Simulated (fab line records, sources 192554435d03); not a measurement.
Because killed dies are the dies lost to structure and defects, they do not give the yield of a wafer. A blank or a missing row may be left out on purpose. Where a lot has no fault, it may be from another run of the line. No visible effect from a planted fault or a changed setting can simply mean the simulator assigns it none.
Split-lot experiment :: flow n5 finfet :: 7 lots, 21 wafers read, on a route of 1938 steps

## ABOUT THE SPLIT
At N5_BEOL_M13_COAT_04 (resist thk 400 nm), the setting spin rpm was moved away from the recipe's 1625 rpm on 8 of the 21 wafers read, by -7.9% to +6.2%. The other wafers ran this setting at the recipe's value.

## FROM THE SPLIT TO THE READING: what the file shows between them, 7 steps
- N5_BEOL_M13_EXPOSE_07: exposes mask V12 (also split here: dose mj)
- N5_BEOL_M13_PEB_08: peb time 90 s
- N5_BEOL_M13_DEVELOP_09: develop time 45 s
- N5_BEOL_M13_HARDBAKE_14: time 120 s
- N5_BEOL_M13_CD_MEAS_10: target cd 190 nm
- N5_BEOL_M13_DESCUM_15: chemistry O2, time 7.9 s
- N5_BEOL_M13_ETCH_59: etches BARC in N2/H2, target depth 89 nm, overetch 26.7 nm, time 67.9 s

## THE READING
coat_of_BEOL_M13_COAT_04.thk nm (the simulator's own value, which no gauge read), in nm, at N5_BEOL_M13_VIA_ETCH_16 (etches SiOC in C4F8/O2/Ar, target depth 921.7 nm). No usual value for it is given in the file. Across the 13 wafers here that went through the recipe, the average is 70.7 nm and the standard deviation 4.3 nm.

wafer: L076.1
tool, chamber at the split: litho track-04, 0
spin rpm as run, rpm: 1625
against the recipe: recipe
coat_of_BEOL_M13_COAT_04.thk nm, nm: 72.4
against lot-mates on the recipe: -

wafer: L076.3
tool, chamber at the split: litho track-04, 0
spin rpm as run, rpm: 1688
against the recipe: +3.9%
coat_of_BEOL_M13_COAT_04.thk nm, nm: 62.6
against lot-mates on the recipe: -9.8

wafer: L076.5
tool, chamber at the split: litho track-04, 0
spin rpm as run, rpm: 1688
against the recipe: +3.9%
coat_of_BEOL_M13_COAT_04.thk nm, nm: 58.8
against lot-mates on the recipe: -13.6

wafer: L077.1
tool, chamber at the split: litho track-04, 0
spin rpm as run, rpm: 1515
against the recipe: -6.8%
coat_of_BEOL_M13_COAT_04.thk nm, nm: 87
against lot-mates on the recipe: +16.4

wafer: L077.2
tool, chamber at the split: litho track-04, 0
spin rpm as run, rpm: 1515
against the recipe: -6.8%
coat_of_BEOL_M13_COAT_04.thk nm, nm: 83.6
against lot-mates on the recipe: +13.0

wafer: L077.4
tool, chamber at the split: litho track-04, 0
spin rpm as run, rpm: 1625
against the recipe: recipe
coat_of_BEOL_M13_COAT_04.thk nm, nm: 70.6
against lot-mates on the recipe: -

wafer: L081.2
tool, chamber at the split: litho track-01, 0
spin rpm as run, rpm: 1625
against the recipe: recipe
coat_of_BEOL_M13_COAT_04.thk nm, nm: 75.2
against lot-mates on the recipe: -

wafer: L081.3
tool, chamber at the split: litho track-01, 0
spin rpm as run, rpm: 1625
against the recipe: recipe
coat_of_BEOL_M13_COAT_04.thk nm, nm: 75.4
against lot-mates on the recipe: -

wafer: L081.5
tool, chamber at the split: litho track-01, 0
spin rpm as run, rpm: 1725
against the recipe: +6.2%
coat_of_BEOL_M13_COAT_04.thk nm, nm: 61.8
against lot-mates on the recipe: -13.5

wafer: L086.4
tool, chamber at the split: litho track-05, 0
spin rpm as run, rpm: 1625
against the recipe: recipe
coat_of_BEOL_M13_COAT_04.thk nm, nm: 64.2
against lot-mates on the recipe: -

wafer: L086.5
tool, chamber at the split: litho track-05, 0
spin rpm as run, rpm: 1625
against the recipe: recipe
coat_of_BEOL_M13_COAT_04.thk nm, nm: 64.2
against lot-mates on the recipe: -

wafer: L086.6
tool, chamber at the split: litho track-05, 0
spin rpm as run, rpm: 1625
against the recipe: recipe
coat_of_BEOL_M13_COAT_04.thk nm, nm: 68.4
against lot-mates on the recipe: -

wafer: L092.1
tool, chamber at the split: litho track-05, 0
spin rpm as run, rpm: 1625
against the recipe: recipe
coat_of_BEOL_M13_COAT_04.thk nm, nm: 74.4
against lot-mates on the recipe: -

wafer: L092.3
tool, chamber at the split: litho track-05, 0
spin rpm as run, rpm: 1625
against the recipe: recipe
coat_of_BEOL_M13_COAT_04.thk nm, nm: 75.4
against lot-mates on the recipe: -

wafer: L092.6
tool, chamber at the split: litho track-05, 0
spin rpm as run, rpm: 1625
against the recipe: recipe
coat_of_BEOL_M13_COAT_04.thk nm, nm: 66.4
against lot-mates on the recipe: -

wafer: L094.1
tool, chamber at the split: litho track-01, 0
spin rpm as run, rpm: 1564
against the recipe: -3.8%
coat_of_BEOL_M13_COAT_04.thk nm, nm: 87.2
against lot-mates on the recipe: +13.6

wafer: L094.5
tool, chamber at the split: litho track-01, 0
spin rpm as run, rpm: 1625
against the recipe: recipe
coat_of_BEOL_M13_COAT_04.thk nm, nm: 74.2
against lot-mates on the recipe: -

wafer: L094.6
tool, chamber at the split: litho track-01, 0
spin rpm as run, rpm: 1625
against the recipe: recipe
coat_of_BEOL_M13_COAT_04.thk nm, nm: 73
against lot-mates on the recipe: -

wafer: L096.1
tool, chamber at the split: litho track-05, 0
spin rpm as run, rpm: 1625
against the recipe: recipe
coat_of_BEOL_M13_COAT_04.thk nm, nm: 65.4
against lot-mates on the recipe: -

wafer: L096.5
tool, chamber at the split: litho track-05, 0
spin rpm as run, rpm: 1497
against the recipe: -7.9%
coat_of_BEOL_M13_COAT_04.thk nm, nm: 79.8
against lot-mates on the recipe: +14.4

wafer: L096.6
tool, chamber at the split: litho track-05, 0
spin rpm as run, rpm: 1497
against the recipe: -7.9%
coat_of_BEOL_M13_COAT_04.thk nm, nm: 80.6
against lot-mates on the recipe: +15.2

THE FIT
A straight line over all 21 wafers: coat_of_BEOL_M13_COAT_04.thk nm changes by -1.82 nm for each +1% of spin rpm; r = -0.83; the points scatter about the line by 4.7 nm.
The same after taking each lot's own level away (the mean of its wafers on the recipe; 21 wafers): -2.23 nm for each +1%; r = -0.96; scatter 2.7 nm.
The reading moves by 18 nm for the largest change in spin rpm, on that fit.
The span of the lots' own levels, 65.40 to 75.30 nm, comes to 2.3 times the standard deviation stated above.
In other words, the slope is changed by the lot-to-lot level; the two fits disagree.
Check: +18 nm against its lot-mates is what the line predicts for one of the wafers moved furthest among these (-7.9%) when that wafer is left out of the fit. It came out at +14.4 nm against them.

## THESE WAFERS: OTHER SPLITS
Other splits were also applied to these wafers ahead of the reading. Each is held against what the fit with the lots' levels taken away leaves over:
other split on the same wafers: N5_BEOL_M8_PECVD_70 temp c
wafers away from the commonest value: 5
r with coat_of_BEOL_M13_COAT_04.thk nm (lot level and that fit taken away): +0.04

other split on the same wafers: N5_BEOL_M10_ETCH_62 time s
wafers away from the commonest value: 6
r with coat_of_BEOL_M13_COAT_04.thk nm (lot level and that fit taken away): -0.04

other split on the same wafers: N5_BEOL_M10_COAT_64 spin rpm
wafers away from the commonest value: 7
r with coat_of_BEOL_M13_COAT_04.thk nm (lot level and that fit taken away): +0.32

other split on the same wafers: N5_BEOL_M11_DESCUM_16 time s
wafers away from the commonest value: 6
r with coat_of_BEOL_M13_COAT_04.thk nm (lot level and that fit taken away): +0.05

other split on the same wafers: N5_BEOL_M12_COAT_65 spin rpm
wafers away from the commonest value: 5
r with coat_of_BEOL_M13_COAT_04.thk nm (lot level and that fit taken away): +0.13

other split on the same wafers: N5_BEOL_M13_EXPOSE_07 dose mj
wafers away from the commonest value: 5
r with coat_of_BEOL_M13_COAT_04.thk nm (lot level and that fit taken away): -0.29

## THE WHOLE CHAIN: every reading that the file lists as answering this split, in the file's order
step: N5_BEOL_M13_COAT_04
what it does: resist thk 400 nm
reading: coat_of_BEOL_M13_COAT_04.thk nm (the simulator's own value, which no gauge read)
change (the file's fit): -2.23 nm for each +1% of the setting
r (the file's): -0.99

step: N5_BEOL_M13_ETCH_59
what it does: etches BARC in N2/H2, target depth 89 nm, overetch 26.7 nm, time 67.9 s
reading: coat_of_BEOL_M13_COAT_04.thk nm (the simulator's own value, which no gauge read)
change (the file's fit): -2.09 nm for each +1% of the setting
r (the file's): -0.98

step: N5_BEOL_M13_VIA_ETCH_16
what it does: etches SiOC in C4F8/O2/Ar, target depth 921.7 nm
reading: coat_of_BEOL_M13_COAT_04.thk nm (the simulator's own value, which no gauge read)
change (the file's fit): -2.26 nm for each +1% of the setting
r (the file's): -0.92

step: N5_BEOL_M13_STRIP_63
what it does: strips in N2/H2
reading: strip time to endpoint s
change (the file's fit): withheld for each +1% of the setting
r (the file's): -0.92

## THE FILE'S OWN FIT
coat_of_BEOL_M13_COAT_04.thk nm changes by -2.26 nm for each +1% of spin rpm, r = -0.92.
